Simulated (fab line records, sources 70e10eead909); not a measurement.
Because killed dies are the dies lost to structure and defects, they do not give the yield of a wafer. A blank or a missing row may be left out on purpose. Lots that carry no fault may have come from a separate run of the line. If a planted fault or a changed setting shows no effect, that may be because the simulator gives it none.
Matching of chambers | flow nand-harc | NHARC_P_CONTACT_ALD_22 on ald-metal-01: 4 sister chambers
The step deposits TiN, target thk 3 nm, pulse time 1 s, ald cycles 150. 18 wafers are shown with their chamber, then 9 later ones without.

WAFERS, EACH WITH ITS CHAMBER
wafer  | chamber | heater-power-outer-w (W) | heater-power-w (W) | precursor-pulse-height-rel
L075.2 | 2       | 719                      | 1269               | 1.002
L075.5 | 3       | 722                      | 1132               | 0.979
L075.6 | 2       | 720                      | 1252               | 1.041
L078.1 | 3       | 702                      | 1124               | 0.976
L078.4 | 0       | 658                      | 1044               | 0.996
L078.5 | 0       | 663                      | 1061               | 1.015
L081.1 | 2       | 717                      | 1251               | 1.004
L081.2 | 0       | 665                      | 1057               | 0.966
L081.4 | 1       | 618                      | 1087               | 0.990
L085.2 | 1       | 612                      | 1107               | 1.013
L085.3 | 3       | 709                      | 1082               | 0.984
L085.6 | 1       | 628                      | 1065               | 0.979
L084.1 | 2       | 723                      | 1239               | 0.993
L084.3 | 0       | 660                      | 1069               | 0.988
L084.6 | 1       | 636                      | 1081               | 1.002
L086.2 | 2       | 731                      | 1260               | 1.004
L086.3 | 0       | 670                      | 1040               | 1.007
L086.4 | 1       | 625                      | 1078               | 0.997

SIGNATURES, as means of the wafers listed above
reading                    | chamber 0 | chamber 1 | chamber 2 | chamber 3 | scatter within a chamber
heater-power-outer-w       | 663.20    | 623.80    | 722.00    | 711.00    | 7.34
heater-power-w             | 1054.20   | 1083.60   | 1254.20   | 1112.67   | 15.7
precursor-pulse-height-rel | 0.99440   | 0.99620   | 1.00880   | 0.97967   | 0.0158
Rule: distance of a wafer from a chamber = root of the sum over the readings of ((wafer's reading minus chamber's mean) / reading's scatter) squared. If the next closest chamber is less than 2 further off than the closest, the wafer can't be placed; otherwise it belongs to the closest. The scatter: take each reading less its chamber's mean, square it, sum over the shown wafers, divide by the number of wafers less the number of chambers, and take the root.

WAFERS WHOSE CHAMBER IS MISSING
wafer  | heater-power-outer-w (W) | heater-power-w (W) | precursor-pulse-height-rel
L088.3 | 699                      | 1085               | 1.047
L088.5 | 713                      | 1245               | 1.023
L088.6 | 632                      | 1107               | 0.990
L090.1 | 726                      | 1229               | 0.975
L090.3 | 621                      | 1049               | 1.009
L090.6 | 715                      | 1247               | 1.015
L093.1 | 714                      | 1125               | 0.959
L093.3 | 646                      | 1079               | 0.960
L093.5 | 715                      | 1076               | 1.004

WHICH CHAMBER EACH ONE RAN IN
wafer  | from the rows above     | in truth
L088.3 | can't be placed: 3 or 0 | 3
L088.5 | 2                       | 2
L088.6 | 1                       | 1
L090.1 | 2                       | 2
L090.3 | 1                       | 1
L090.6 | 2                       | 2
L093.1 | 3                       | 3
L093.3 | can't be placed: 0 or 1 | 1
L093.5 | 3                       | 3
Correct placement for 7 of the 9. Cannot be placed on the basis of these rows: 2; the candidates contain the true chamber in 2. Placed wrongly: 0.
